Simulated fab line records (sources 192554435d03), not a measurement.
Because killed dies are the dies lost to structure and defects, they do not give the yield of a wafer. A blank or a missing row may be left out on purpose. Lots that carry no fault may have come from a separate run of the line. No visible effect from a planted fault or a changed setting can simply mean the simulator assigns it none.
Struck lot and sound lot, side by side :: flow n5Finfet :: 34 steps out of a route of 1938
Sound: the wafers L906.1, L906.2, L906.6. Struck: wafer L907.2 (left out: L907.1, L907.5 of the same lot, which were not struck); the cause appears at the end.
At each step with rows: each side's tool, then ch and its chambers, then its first start. Under that, the readings that differ: sound wafers :: struck wafers :: difference of the means :: sigmas: that difference in standard deviations of wafers without a fault.
alike: readings whose means differ by less than 2 such deviations, and words and numbers that are the same on both sides. not compared: withheld readings, readings that some wafer has no value for, bounds like >300 that may hide the same value, and numbers for which the record gives no deviation and whose values overlap.
A row with sigmas, a row that says differs or no value, or rows on one side alone: a step with any of these is where the two part. Numbers that don't overlap but have no deviation are shown without sigmas and don't part them. A reading missing from all wafers of one side parts the sides only when that side holds two or more wafers.

N5_MOL_CONTACT_COAG_THK_MEAS_53:
  sound: filmMetro-01 at day 8 08:21; struck: filmMetro-01 at day 8 12:18
  alike: VIA_MOL_THK
then, 1 step without rows for these wafers: N5_MOL_CONTACT_COAG_ANNEAL_112 (time 1800 s).
N5_MOL_CONTACT_COAG_INSPECT_97: inspects for defects (darkfield).
  sound: defectInspect-02 at day 8 11:25; struck: defectInspect-01 at day 8 15:21
  alike: rawDefectCount
N5_BEOL_M0_SAQP_PECVD_00: deposits SiCN from 3MS/NH3, target thk 8 nm, time 14 s.
  sound on pecvd-04 ch 0,1,2, day 8 11:45; struck on pecvd-03 ch 0, day 8 15:41
  alike: chamberPressureTorr, showerheadPlenumPTorr, throttleValvePct
then, 2 steps without rows for these wafers: N5_BEOL_M0_SAQP_ILD_DEP_01 (deposits SiOC from DEMS/O2, target thk 45.419 nm, time 8.7 s); N5_BEOL_M0_SAQP_HM_DEP_02 (deposits TiN, target thk 12 nm).
N5_BEOL_M0_SAQP_PECVD_03: deposits SiCN from 3MS/NH3, target thk 12 nm, time 21.1 s.
  sound on pecvd-02 ch 0,1, day 8 12:31; struck on pecvd-03 ch 0, day 8 17:55
  alike: chamberPressureTorr, showerheadPlenumPTorr, throttleValvePct
N5_BEOL_M0_SAQP_PECVD_96: deposits a-Si from SiH4/He, target thk 45 nm, time 45.2 s.
  sound on pecvd-02 ch 0,1, day 8 12:33; struck on pecvd-03 ch 0, day 8 17:56
  alike: chamberPressureTorr, heaterPowerOuterW, heaterPowerW, showerheadPlenumPTorr, throttleValvePct
N5_BEOL_M0_SAQP_PECVD_97: deposits SiNx from SiH4/NH3/N2, target thk 23 nm, time 19.9 s.
  sound on pecvd-02 ch 0,1, day 8 12:36; struck on pecvd-03 ch 0, day 8 17:59
  alike: chamberPressureTorr, heaterPowerOuterW, heaterPowerW, showerheadPlenumPTorr, throttleValvePct
then, 1 step without rows for these wafers: N5_BEOL_M0_SAQP_PECVD_04 (deposits a-Si from SiH4/He, target thk 60 nm, time 60.2 s).
N5_BEOL_M0_SAQP_THK_MEAS_05:
  sound: filmMetro-02 at day 8 12:44; struck: filmMetro-01 at day 8 18:07
  alike: thkNm
N5_BEOL_M0_SAQP_HM_DEP_111: deposits SiO2 from SiH4/N2O, target thk 12 nm, time 7.2 s.
  sound on pecvd-04 ch 0,1, day 8 12:46; struck on pecvd-02 ch 0, day 8 18:10
reading: model.SiO2_of_BEOL_M0_SAQP_HM_DEP_111.thkNm (nm)
sound: 11.8 11.8 11.8
struck: 4.2
difference: -7.6
sigmas: 
  alike: chamberPressureTorr, heaterPowerOuterW, heaterPowerW, showerheadPlenumPTorr
then, 8 steps without rows for these wafers: N5_BEOL_M0_SAQP_COAT_81 (time 60 s, resist thk 100 nm); N5_BEOL_M0_SAQP_COAT_82 (time 60 s, resist thk 30 nm); N5_BEOL_M0_SAQP_COAT_08 (resist thk 90 nm); N5_BEOL_M0_SAQP_EBR_10; N5_BEOL_M0_SAQP_SOFTBAKE_09 (time 60 s); N5_BEOL_M0_SAQP_EXPOSE_11 (exposes mask M0 CORE, target cd 42 nm); N5_BEOL_M0_SAQP_PEB_12 (peb time 60 s); N5_BEOL_M0_SAQP_DEVELOP_13 (develop time 30 s).
N5_BEOL_M0_SAQP_CD_MEAS_14: target cd 42.5 nm.
  sound on cdSem-03 ch 0, day 8 13:07; struck on cdSem-03 ch 0, day 8 18:37
  alike: cdNm
N5_BEOL_M0_SAQP_OVL_MEAS_15:
  sound on overlay-02 ch 0, day 8 13:08; struck on overlay-02 ch 0, day 8 18:38
  alike: M0_CORE_OVL
N5_BEOL_M0_SAQP_INSPECT_16: inspects for defects (brightfield).
  sound: defectInspect-01 at day 8 13:10; struck: defectInspect-02 at day 8 18:40
  alike: rawDefectCount
then, 1 step without rows for these wafers: N5_BEOL_M0_SAQP_DESCUM_19 (chemistry O2, time 7.9 s).
N5_BEOL_M0_SAQP_ETCH_83: etches SiARC in CF4, target depth 39 nm, time 65 s.
  sound on rieDiel-05 ch 2,3, day 8 13:55; struck on rieDiel-02 ch 1, day 8 18:44
reading: etchRfOnTimeS (s)
sound: 69.8 65.2 65.1
struck: 61.5
difference: -5.2
sigmas: -2
  alike: drypumpMotorCurrentA, oesProductAu, rfVppV, showerheadPlenumPTorr, throttleValvePct
  not compared: rfHoursCounterH
then, 2 steps without rows for these wafers: N5_BEOL_M0_SAQP_ETCH_84 (etches SOC in N2/H2, target depth 100 nm, overetch 20 nm, time 150 s); N5_BEOL_M0_SAQP_STRIP_80 (strips in N2/H2).
N5_BEOL_M0_SAQP_HM_OPEN_112: chemistry CHF3/O2, target SiO2, stops on a-Si, target depth 12 nm, time 13.5 s.
  sound on rieDiel-05 ch 2,3, day 8 14:04; struck on rieDiel-02 ch 1, day 8 18:53
reading: oesProductAu (a.u.)
sound: 0.50 0.50 0.49
struck: 0.33
difference: -0.17
sigmas: -3

reading: model.etch.depthNm (nm)
sound: 11.77 11.83 11.8
struck: 4.149
difference: -7.651
sigmas: 
  alike: drypumpMotorCurrentA, rfVppV, showerheadPlenumPTorr, throttleValvePct
  not compared: rfHoursCounterH
then, 3 steps without rows for these wafers: N5_BEOL_M0_SAQP_STRIP_113 (strips in CHF3/O2); N5_BEOL_M0_SAQP_MANDREL_ETCH_20 (etches a-Si in HBr/Cl2, stops on SiNx, target depth 60 nm, bt time 10 s, time 30 s); N5_BEOL_M0_SAQP_STRIP_86 (strips in N2/H2).
N5_BEOL_M0_SAQP_STRIP_115: strips in post etch residue remover, time 60 s.
  sound on wetBench-04 ch 2,3,6, day 8 14:26; struck on wetBench-04 ch 6, day 8 19:08
reading: model.SiO2_of_BEOL_M0_SAQP_HM_DEP_111.thkNm (nm)
sound: 11.6 11.8 11.6
struck: 4
difference: -8
sigmas: 
  alike: tempC
then, 1 step without rows for these wafers: N5_BEOL_M0_SAQP_SRD_93 (time 30 s).
-- here the record skips 3 days between the struck wafers' starts before and after, leaving off in module BEOL_M0_SAQP and picking up in module BEOL_M4 (first step shown: number 1111 of the route) --
N5_BEOL_M4_RC_MEAS_101:
  sound on prober-01 ch 0, day 11 05:14; struck on prober-02 ch 0, day 11 16:29
reading: DIBL_N (mV/V)
sound: 35.3 31.1 30.4
struck: 36.7
difference: +4.4
sigmas: +2

reading: DIBL_P (mV/V)
sound: 34.6 30.1 30.0
struck: 38.3
difference: +6.7
sigmas: +3

reading: IOFF_N (nA/um)
sound: 0.15 0.09 0.09
struck: 0.19
difference: +0.08
sigmas: +2

reading: IOFF_P (nA/um)
sound: 0.24 0.16 0.17
struck: 0.28
difference: +0.09
sigmas: +2

reading: ION_N (uA/um)
sound: 669 640 654
struck: 698
difference: +44
sigmas: +3

reading: ION_P (uA/um)
sound: 468 459 464
struck: 484
difference: +20
sigmas: +2

reading: SS_N (mV/dec)
sound: 71.6 70.2 70.2
struck: 72.2
difference: +1.5
sigmas: +2

reading: VT_N (mV)
sound: 250 258 257
struck: 247
difference: -8
sigmas: -2
  alike: SS_P, VT_P

WHERE THEY PART
Earliest at N5_BEOL_M0_SAQP_ETCH_83; latest, in this record, at N5_BEOL_M4_RC_MEAS_101.

WHY: what had been put in by the simulator
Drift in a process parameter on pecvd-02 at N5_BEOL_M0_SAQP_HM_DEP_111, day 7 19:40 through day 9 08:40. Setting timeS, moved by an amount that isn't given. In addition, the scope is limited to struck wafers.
